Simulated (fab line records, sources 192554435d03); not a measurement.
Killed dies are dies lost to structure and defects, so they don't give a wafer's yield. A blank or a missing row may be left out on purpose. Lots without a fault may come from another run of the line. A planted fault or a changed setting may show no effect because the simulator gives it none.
Split-lot experiment | flow n5_finfet | 7 lots, 21 wafers read, on a route of 1938 steps

THE SPLIT
At N5_BEOL_M15_SPUTTER_44 (material Ta, target thk 15 nm, time 24.19 s), the setting power_w was moved away from the recipe's 15000 W on 5 of the 21 wafers read, by -13.8% to +16.5%. The other wafers ran this setting at the recipe's value.

FROM THE SPLIT TO THE READING: what the file shows between them, 3 steps
- N5_BEOL_M15_SPUTTER_45: material Cu, target thk 100 nm, time 16.67 s
- N5_BEOL_M15_ECD_47: material Cu, target thk 1860 nm
- N5_BEOL_M15_ANNEAL_48: time 90 s

THE READING
barrier_field_endpoint_s, in s, at N5_BEOL_M15_CMP_49 (polishes, stops on SiO2, t overpolish 4.9 s, target thk 850 nm). Fault-free wafers of this fab line usually give 11.50 s, standard deviation 0.27 s.

wafer  | tool, chamber at the split | power_w as run, W | against the recipe | barrier_field_endpoint_s, s | against lot-mates on the recipe
L078.2 | pvd_sputter-02, -          | 15000             | recipe             | 11.60                       | -
L078.3 | pvd_sputter-02, -          | 15000             | recipe             | 11.34                       | -
L078.4 | pvd_sputter-02, -          | 15000             | recipe             | 11.28                       | -
L076.4 | pvd_sputter-01, -          | 15000             | recipe             | 11.38                       | -
L076.2 | pvd_sputter-01, -          | 13150             | -12.3%             | 10.98                       | -0.40
L076.5 | pvd_sputter-01, -          | 13150             | -12.3%             | 11.05                       | -0.33
L079.4 | pvd_sputter-03, -          | 17480             | +16.5%             | 12.31                       | +0.95
L079.6 | pvd_sputter-03, -          | 15000             | recipe             | 11.36                       | -
L079.5 | pvd_sputter-03, -          | 17480             | +16.5%             | 12.39                       | +1.03
L081.1 | pvd_sputter-02, -          | 15000             | recipe             | 11.79                       | -
L081.2 | pvd_sputter-02, -          | 15000             | recipe             | 11.88                       | -
L081.6 | pvd_sputter-02, -          | 15000             | recipe             | 11.86                       | -
L083.3 | pvd_sputter-01, -          | 15000             | recipe             | 10.88                       | -
L083.4 | pvd_sputter-01, -          | 15000             | recipe             | 10.79                       | -
L083.5 | pvd_sputter-01, -          | 12930             | -13.8%             | 9.97                        | -0.87
L084.3 | pvd_sputter-03, -          | 15000             | recipe             | 11.81                       | -
L084.2 | pvd_sputter-03, -          | 15000             | recipe             | 11.84                       | -
L084.6 | pvd_sputter-03, -          | 15000             | recipe             | 11.89                       | -
L096.2 | pvd_sputter-03, -          | 15000             | recipe             | 11.54                       | -
L096.4 | pvd_sputter-03, -          | 15000             | recipe             | 11.59                       | -
L096.5 | pvd_sputter-03, -          | 15000             | recipe             | 11.67                       | -

THE FIT
A straight line over all 21 wafers: barrier_field_endpoint_s changes by +0.0588 s for each +1% of power_w; r = +0.77; the points scatter about the line by 0.36 s.
The same after taking each lot's own level away (the mean of its wafers on the recipe; 21 wafers): +0.0517 s for each +1%; r = +0.95; scatter 0.12 s.
On that fit, the largest move of power_w shifts the reading by 0.85 s.
The lots' own levels span 10.835 to 11.847 s, that is 3.7 times the standard deviation above.
So the lot-to-lot level blurs the effect unless lot-mates are compared.
Check: with one of the wafers moved furthest among these (+16.5%) left out of the fit, the line predicts +0.857 s for it against its lot-mates. It came out at +0.95 s against them.

OTHER SPLITS ON THESE WAFERS
These wafers also went through other splits before the reading. Each is held against what the fit with the lots' levels taken away leaves over:
other split on the same wafers | wafers away from the commonest value | r with barrier_field_endpoint_s (lot level and that fit taken away)
N5_BEOL_M14_EXPOSE_07 dose_mj  | 5                                    | +0.25

THE WHOLE CHAIN: every reading that the file lists as answering this split, in the file's order
step                   | what it does                                                   | reading                                                                           | change (the file's fit)               | r (the file's)
N5_BEOL_M15_SPUTTER_44 | material Ta, target thk 15 nm, time 24.19 s                    | Ta_of_BEOL_M15_SPUTTER_44.thk_nm (the simulator's own value, which no gauge read) | +0.142 nm for each +1% of the setting | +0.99
N5_BEOL_M15_CMP_49     | polishes, stops on SiO2, t overpolish 4.9 s, target thk 850 nm | barrier_field_endpoint_s                                                          | +0.0533 s for each +1% of the setting | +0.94

THE FILE'S OWN FIT
barrier_field_endpoint_s changes by +0.0533 s for each +1% of power_w, r = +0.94.
